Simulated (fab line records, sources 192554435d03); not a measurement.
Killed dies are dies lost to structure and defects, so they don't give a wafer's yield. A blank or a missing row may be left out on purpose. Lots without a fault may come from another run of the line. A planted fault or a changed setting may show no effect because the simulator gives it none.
Chamber matching | flow n5_finfet | N5_STI_FIN_REVEAL_ALD_14 on ald_sin-02: 4 sister chambers
The step deposits Si3N4, target thk 3 nm. 4 wafers are shown with their chamber, then 9 later ones without.

WAFERS WITH THEIR CHAMBER
wafer  | chamber | heater_power_outer_w (W)
L087.1 | 3       | 473
L087.5 | 2       | 444
L089.2 | 1       | 607
L089.6 | 0       | 475

WAFERS WITHOUT THEIR CHAMBER
wafer  | heater_power_outer_w (W)
L090.1 | 455
L090.4 | 469
L090.5 | 458
L093.2 | 468
L093.5 | 612
L093.6 | 458
L094.2 | 461
L094.3 | 461
L094.4 | 447

WHICH CHAMBER EACH WENT THROUGH
wafer  | from the rows above          | in truth
L090.1 | can't be placed: 2 or 3 or 0 | 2
L090.4 | can't be placed: 3 or 0      | 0
L090.5 | can't be placed: 2 or 3 or 0 | 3
L093.2 | can't be placed: 3 or 0 or 2 | 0
L093.5 | 1                            | 1
L093.6 | can't be placed: 2 or 3 or 0 | 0
L094.2 | can't be placed: 3 or 0 or 2 | 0
L094.3 | can't be placed: 3 or 0 or 2 | 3
L094.4 | 2                            | 2
Placed correctly: 2 of 9. Can't be placed from these rows: 7 (the true chamber is among the candidates in 7). Placed wrongly: 0.
How it was worked out, from the rows above alone: a wafer's distance from a chamber is the root of the sum, over the readings, of the square of ((its reading less the chamber's mean) divided by the reading's scatter). The wafer belongs to the nearest chamber; if the next one is less than 2 further off, it can't be placed. A chamber's mean is the mean of its shown wafers. The scatter: with one shown wafer a chamber, the root of the mean of the squares of how far each hidden wafer lies from its nearest shown one.
